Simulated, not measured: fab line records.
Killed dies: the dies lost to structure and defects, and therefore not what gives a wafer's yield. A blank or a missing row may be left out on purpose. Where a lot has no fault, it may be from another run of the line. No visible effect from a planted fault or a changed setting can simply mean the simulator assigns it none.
What tool caused it? || flow nand-harc || 13 lots with 39 wafers sampled at 4 steps, on a route of 1302 steps

## WHAT THE GAUGES READ, wafer by wafer
Not one reading of a measure or inspect step in the record can be checked against a usual standard deviation.

## TOOL THAT RAN EACH LOT (tool first, then ch and the chambers of the sampled wafers, then the start)
{"lot": "L873", "NHARC_A_CONTACT_ETCH_116": "har-cap-etch-02 ch 0,1, day 21 23:07", "NHARC_A_CONTACT_ETCH_123": "har-cap-etch-02 ch 0,1, day 22 00:19", "NHARC_A_CONTACT_STRIP_55": "rie-diel-08 ch 1,2,3, day 22 08:00 or earlier", "NHARC_A_CONTACT_SOFTBAKE_64": "litho-track-04 ch 0, day 22 08:00"}
{"lot": "L874", "NHARC_A_CONTACT_ETCH_116": "har-cap-etch-03 ch 0,1, day 22 00:29", "NHARC_A_CONTACT_ETCH_123": "har-cap-etch-03 ch 0,1, day 22 01:41", "NHARC_A_CONTACT_STRIP_55": "rie-diel-08 ch 0,1,3, day 22 09:00 or earlier", "NHARC_A_CONTACT_SOFTBAKE_64": "litho-track-01 ch 0, day 22 09:00"}
{"lot": "L878", "NHARC_A_CONTACT_ETCH_116": "har-cap-etch-02 ch 0,1, day 23 03:48", "NHARC_A_CONTACT_ETCH_123": "har-cap-etch-02 ch 0,1, day 23 05:24", "NHARC_A_CONTACT_STRIP_55": "rie-diel-08 ch 0,2,3, day 23 12:00 or earlier", "NHARC_A_CONTACT_SOFTBAKE_64": "litho-track-01 ch 0, day 23 12:00"}
{"lot": "L879", "NHARC_A_CONTACT_ETCH_116": "har-cap-etch-03 ch 0,1, day 24 01:37", "NHARC_A_CONTACT_ETCH_123": "har-cap-etch-03 ch 0,1, day 24 02:48", "NHARC_A_CONTACT_STRIP_55": "rie-diel-08 ch 0,3, day 24 12:00 or earlier", "NHARC_A_CONTACT_SOFTBAKE_64": "litho-track-01 ch 0, day 24 12:00"}
{"lot": "L880", "NHARC_A_CONTACT_ETCH_116": "har-cap-etch-01 ch 0,1, day 24 08:58", "NHARC_A_CONTACT_ETCH_123": "har-cap-etch-01 ch 0,1, day 24 10:16", "NHARC_A_CONTACT_STRIP_55": "rie-diel-08 ch 1,3, day 24 19:00 or earlier", "NHARC_A_CONTACT_SOFTBAKE_64": "litho-track-01 ch 0, day 24 19:00"}
{"lot": "L881", "NHARC_A_CONTACT_ETCH_116": "har-cap-etch-03 ch 0,1, day 24 19:03", "NHARC_A_CONTACT_ETCH_123": "har-cap-etch-03 ch 0,1, day 24 20:25", "NHARC_A_CONTACT_STRIP_55": "rie-diel-02 ch 2,3, day 25 02:00 or earlier", "NHARC_A_CONTACT_SOFTBAKE_64": "litho-track-01 ch 0, day 25 02:00"}
{"lot": "L887", "NHARC_A_CONTACT_ETCH_116": "har-cap-etch-02 ch 0,1, day 27 13:27", "NHARC_A_CONTACT_ETCH_123": "har-cap-etch-02 ch 0,1, day 27 15:12", "NHARC_A_CONTACT_STRIP_55": "rie-diel-08 ch 0,1, day 27 20:00 or earlier", "NHARC_A_CONTACT_SOFTBAKE_64": "litho-track-06 ch 0, day 27 20:00"}
{"lot": "L889", "NHARC_A_CONTACT_ETCH_116": "har-cap-etch-03 ch 0,1, day 28 13:34", "NHARC_A_CONTACT_ETCH_123": "har-cap-etch-03 ch 0,1, day 28 14:49", "NHARC_A_CONTACT_STRIP_55": "rie-diel-04 ch 1,2,3, day 28 21:00 or earlier", "NHARC_A_CONTACT_SOFTBAKE_64": "litho-track-04 ch 0, day 28 21:00"}
{"lot": "L892", "NHARC_A_CONTACT_ETCH_116": "har-cap-etch-03 ch 0,1, day 29 00:20", "NHARC_A_CONTACT_ETCH_123": "har-cap-etch-03 ch 0,1, day 29 01:35", "NHARC_A_CONTACT_STRIP_55": "rie-diel-04 ch 0,1,2, day 29 09:00 or earlier", "NHARC_A_CONTACT_SOFTBAKE_64": "litho-track-04 ch 0, day 29 09:00"}
{"lot": "L891", "NHARC_A_CONTACT_ETCH_116": "har-cap-etch-01 ch 0,1, day 29 00:46", "NHARC_A_CONTACT_ETCH_123": "har-cap-etch-01 ch 0,1, day 29 02:04", "NHARC_A_CONTACT_STRIP_55": "rie-diel-08 ch 2,3, day 29 03:55", "NHARC_A_CONTACT_SOFTBAKE_64": "litho-track-06 ch 0, day 29 09:00"}
{"lot": "L893", "NHARC_A_CONTACT_ETCH_116": "har-cap-etch-01 ch 0,1, day 29 10:43", "NHARC_A_CONTACT_ETCH_123": "har-cap-etch-01 ch 0,1, day 29 12:01", "NHARC_A_CONTACT_STRIP_55": "rie-diel-02 ch 0,3, day 29 18:00 or earlier", "NHARC_A_CONTACT_SOFTBAKE_64": "litho-track-01 ch 0, day 29 18:00"}
{"lot": "L895", "NHARC_A_CONTACT_ETCH_116": "har-cap-etch-03 ch 0,1, day 30 10:38", "NHARC_A_CONTACT_ETCH_123": "har-cap-etch-03 ch 0,1, day 30 11:50", "NHARC_A_CONTACT_STRIP_55": "rie-diel-04 ch 1,2,3, day 30 17:00 or earlier", "NHARC_A_CONTACT_SOFTBAKE_64": "litho-track-04 ch 0, day 30 17:00"}
{"lot": "L894", "NHARC_A_CONTACT_ETCH_116": "har-cap-etch-02 ch 0,1, day 30 11:34", "NHARC_A_CONTACT_ETCH_123": "har-cap-etch-02 ch 0,1, day 30 12:49", "NHARC_A_CONTACT_STRIP_55": "rie-diel-02 ch 1,2, day 30 19:00 or earlier", "NHARC_A_CONTACT_SOFTBAKE_64": "litho-track-04 ch 0, day 30 19:00"}
- NHARC_A_CONTACT_ETCH_116: etches the open film in C4F8/O2/Ar, time 190 s, target depth 1850 nm.
- NHARC_A_CONTACT_ETCH_123: etches the open film in C4F8/O2/Ar, time 490 s, target depth 2110 nm.
- NHARC_A_CONTACT_STRIP_55: strips in O2.
- NHARC_A_CONTACT_SOFTBAKE_64: time 55 s.

## WHAT THE TOOLS THEMSELVES READ (means of the sampled wafers that have a number; where no wafer has one, the mark that the record gives instead)
NHARC_A_CONTACT_STRIP_55. Usual: drypump-motor-current-A 5.8 A, standard deviation 0.43; o2-flow-sccm 499.9 sccm, standard deviation 1.3; oes-product-au 0.999 a.u., standard deviation 0.0096; rf-vpp-V 57.9 V, standard deviation 0.96; showerhead-plenum-p-Torr 3.54 Torr, standard deviation 0.15; throttle-valve-pct 17.037 %, standard deviation 0.0088.
{"lot": "L873", "tool": "rie-diel-08", "drypump-motor-current-A (A)": 5.7, "o2-flow-sccm (sccm)": 499.8, "oes-product-au (a.u.)": 0.992, "rf-vpp-V (V)": 58.4, "showerhead-plenum-p-Torr (Torr)": 3.44, "throttle-valve-pct (%)": 17.035, "flag": ""}
{"lot": "L874", "tool": "rie-diel-08", "drypump-motor-current-A (A)": 6.0, "o2-flow-sccm (sccm)": 500.4, "oes-product-au (a.u.)": 0.993, "rf-vpp-V (V)": 57.0, "showerhead-plenum-p-Torr (Torr)": 3.53, "throttle-valve-pct (%)": 17.029, "flag": ""}
{"lot": "L878", "tool": "rie-diel-08", "drypump-motor-current-A (A)": 5.8, "o2-flow-sccm (sccm)": 500.6, "oes-product-au (a.u.)": 1.004, "rf-vpp-V (V)": 58.5, "showerhead-plenum-p-Torr (Torr)": 3.54, "throttle-valve-pct (%)": 17.041, "flag": ""}
{"lot": "L879", "tool": "rie-diel-08", "drypump-motor-current-A (A)": 6.2, "o2-flow-sccm (sccm)": 499.8, "oes-product-au (a.u.)": 1.009, "rf-vpp-V (V)": 57.3, "showerhead-plenum-p-Torr (Torr)": 3.63, "throttle-valve-pct (%)": 17.041, "flag": ""}
{"lot": "L880", "tool": "rie-diel-08", "drypump-motor-current-A (A)": 5.8, "o2-flow-sccm (sccm)": 500.8, "oes-product-au (a.u.)": 0.992, "rf-vpp-V (V)": 57.4, "showerhead-plenum-p-Torr (Torr)": 3.36, "throttle-valve-pct (%)": 17.039, "flag": ""}
{"lot": "L881", "tool": "rie-diel-02", "drypump-motor-current-A (A)": 5.6, "o2-flow-sccm (sccm)": 498.7, "oes-product-au (a.u.)": 1.005, "rf-vpp-V (V)": 58.3, "showerhead-plenum-p-Torr (Torr)": 3.58, "throttle-valve-pct (%)": 17.037, "flag": ""}
{"lot": "L887", "tool": "rie-diel-08", "drypump-motor-current-A (A)": 6.3, "o2-flow-sccm (sccm)": 499.8, "oes-product-au (a.u.)": 1.002, "rf-vpp-V (V)": 57.9, "showerhead-plenum-p-Torr (Torr)": 3.67, "throttle-valve-pct (%)": 17.031, "flag": ""}
{"lot": "L889", "tool": "rie-diel-04", "drypump-motor-current-A (A)": 6.1, "o2-flow-sccm (sccm)": 500.0, "oes-product-au (a.u.)": 1.000, "rf-vpp-V (V)": 58.4, "showerhead-plenum-p-Torr (Torr)": 3.73, "throttle-valve-pct (%)": 17.038, "flag": ""}
{"lot": "L892", "tool": "rie-diel-04", "drypump-motor-current-A (A)": 5.9, "o2-flow-sccm (sccm)": 501.0, "oes-product-au (a.u.)": 1.000, "rf-vpp-V (V)": 58.6, "showerhead-plenum-p-Torr (Torr)": 3.64, "throttle-valve-pct (%)": 17.033, "flag": ""}
{"lot": "L891", "tool": "rie-diel-08", "drypump-motor-current-A (A)": 5.6, "o2-flow-sccm (sccm)": 499.6, "oes-product-au (a.u.)": 0.999, "rf-vpp-V (V)": 57.3, "showerhead-plenum-p-Torr (Torr)": 3.37, "throttle-valve-pct (%)": 17.033, "flag": ""}
{"lot": "L893", "tool": "rie-diel-02", "drypump-motor-current-A (A)": 6.3, "o2-flow-sccm (sccm)": 500.2, "oes-product-au (a.u.)": 0.992, "rf-vpp-V (V)": 57.7, "showerhead-plenum-p-Torr (Torr)": 3.58, "throttle-valve-pct (%)": 17.032, "flag": ""}
{"lot": "L895", "tool": "rie-diel-04", "drypump-motor-current-A (A)": 6.1, "o2-flow-sccm (sccm)": 499.3, "oes-product-au (a.u.)": 1.001, "rf-vpp-V (V)": 59.2, "showerhead-plenum-p-Torr (Torr)": 3.72, "throttle-valve-pct (%)": 17.040, "flag": ""}
{"lot": "L894", "tool": "rie-diel-02", "drypump-motor-current-A (A)": 5.4, "o2-flow-sccm (sccm)": 500.0, "oes-product-au (a.u.)": 0.995, "rf-vpp-V (V)": 58.2, "showerhead-plenum-p-Torr (Torr)": 3.49, "throttle-valve-pct (%)": 17.039, "flag": ""}

NHARC_A_CONTACT_SOFTBAKE_64. Usual: heater-power-total-W reads 188.46 W (standard deviation 0.14).
{"lot": "L873", "tool": "litho-track-04", "heater-power-total-W (W)": 188.43, "flag": ""}
{"lot": "L874", "tool": "litho-track-01", "heater-power-total-W (W)": 188.35, "flag": ""}
{"lot": "L878", "tool": "litho-track-01", "heater-power-total-W (W)": 188.51, "flag": ""}
{"lot": "L879", "tool": "litho-track-01", "heater-power-total-W (W)": 191.48, "flag": "OFF"}
{"lot": "L880", "tool": "litho-track-01", "heater-power-total-W (W)": 191.51, "flag": "OFF"}
{"lot": "L881", "tool": "litho-track-01", "heater-power-total-W (W)": 191.65, "flag": "OFF"}
{"lot": "L887", "tool": "litho-track-06", "heater-power-total-W (W)": 188.42, "flag": ""}
{"lot": "L889", "tool": "litho-track-04", "heater-power-total-W (W)": 188.34, "flag": ""}
{"lot": "L892", "tool": "litho-track-04", "heater-power-total-W (W)": 188.37, "flag": ""}
{"lot": "L891", "tool": "litho-track-06", "heater-power-total-W (W)": 188.45, "flag": ""}
{"lot": "L893", "tool": "litho-track-01", "heater-power-total-W (W)": 188.68, "flag": ""}
{"lot": "L895", "tool": "litho-track-04", "heater-power-total-W (W)": 188.39, "flag": ""}
{"lot": "L894", "tool": "litho-track-04", "heater-power-total-W (W)": 188.47, "flag": ""}

## THE ANSWER, worked out from the rows above alone
Rule: lot off if the mean of its wafers having a number is beyond 3 standard deviations from the usual mean. Also off: a lot with no number at a reading for which 4 or more lots have one. Where the step has rows for the other lots, those lots are counted as sound. Order of review: gauges by route order, followed by the tools' own readings, for which a lot's mean as printed above is used. At the first step where some lot is off, the reading lying furthest off is the one used; lots without a number count as furthest.
Off: L879, L880, L881 (NHARC_A_CONTACT_SOFTBAKE_64, heater-power-total-W).
If a tool, at that step or one of the process steps before it, ran each lot that is off and ran no sound lot following the first of them, it fits. NHARC_A_CONTACT_STRIP_55: start missing for some lots; hours and lot order therefore follow NHARC_A_CONTACT_SOFTBAKE_64. No candidate that was tried fits.

## WHAT HAD BEEN PUT IN BY THE SIMULATOR
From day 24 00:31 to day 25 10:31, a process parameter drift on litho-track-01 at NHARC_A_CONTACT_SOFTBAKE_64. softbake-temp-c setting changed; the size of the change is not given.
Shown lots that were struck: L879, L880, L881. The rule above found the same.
